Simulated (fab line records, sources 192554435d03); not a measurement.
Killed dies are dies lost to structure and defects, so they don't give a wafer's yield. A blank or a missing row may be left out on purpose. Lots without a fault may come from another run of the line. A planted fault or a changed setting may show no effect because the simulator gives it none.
Which tool did it? | flow n5_finfet | 10 lots, 28 wafers sampled, at 2 steps of a route of 1938

WHAT THE GAUGES READ, wafer by wafer
N5_SDB_CD_MEAS_11: target cd 50 nm.
lot  | measured    | on        | cd_nm (nm)
L481 | day 3 18:54 | cd_sem-01 | 48.4 48.9 47.6
L484 | day 4 10:37 | cd_sem-03 | 51.8 50.6 50.2
L487 | day 5 05:13 | cd_sem-01 | 48.1 47.8
L490 | day 6 00:04 | cd_sem-01 | 41.5 40.5 39.6
L491 | day 6 10:06 | cd_sem-03 | 44.4 41.6 41.5
L497 | day 8 01:44 | cd_sem-02 | 48.8 49.3
L498 | day 8 03:59 | cd_sem-01 | 49.0 50.1 50.1
L499 | day 8 05:19 | cd_sem-02 | 49.9 48.7 48.1
L500 | day 8 14:11 | cd_sem-03 | 48.9 48.5 48.0
L502 | day 8 23:07 | cd_sem-01 | 50.0 52.0 53.2

WHICH TOOL RAN EACH LOT (tool, then ch and the chambers of the sampled wafers, then the start)
lot  | N5_SDB_EXPOSE_08
L481 | arfi_scanner-02 ch 0, day 3 18:47
L484 | arfi_scanner-02 ch 0, day 4 10:30
L487 | arfi_scanner-02 ch 0, day 5 05:06
L490 | arfi_scanner-02 ch 0, day 5 23:56
L491 | arfi_scanner-02 ch 0, day 6 09:58
L497 | arfi_scanner-03 ch 0, day 8 01:37
L498 | arfi_scanner-01 ch 0, day 8 03:52
L499 | arfi_scanner-01 ch 0, day 8 05:12
L500 | arfi_scanner-03 ch 0, day 8 14:04
L502 | arfi_scanner-01 ch 0, day 8 23:00
- N5_SDB_EXPOSE_08: exposes mask SDB.

THE ANSWER, worked out from the rows above alone
Rule: what is usual is taken from the lots themselves. Put in order of their means at a reading, lots are off if they are a third of the lots or fewer, leave a main group of 4 or more, and stand apart from it by a gap of 3 or more times the standard deviation of the main group's means; of several such gaps the widest counts. A main group whose means are all the same, to the digits that the tables above print for the reading, isn't used. A lot without any number at a reading at which 4 lots or more have one is off too. The other lots that the step has rows for count as sound.
Off: L490, L491, at N5_SDB_CD_MEAS_11 (cd_nm). The main group: mean 49.4 nm, standard deviation 1.2.
A tool fits if, at a process step before that reading, it ran every lot that is off, and no sound lot after the first of them. The gauges at N5_SDB_CD_MEAS_11 are tried like those tools. One fits: arfi_scanner-02 at N5_SDB_EXPOSE_08. Its last sound lot is L487 (day 5 05:06), its first lot that is off L490 (day 5 23:56): a fault that began between those two fits.

WHAT THE SIMULATOR HAD PUT IN
Process parameter drift: arfi_scanner-02, from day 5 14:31 on, at N5_SDB_EXPOSE_08. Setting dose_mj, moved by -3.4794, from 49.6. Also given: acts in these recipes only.
Lots struck among those shown: L490, L491. The rule above found the same.
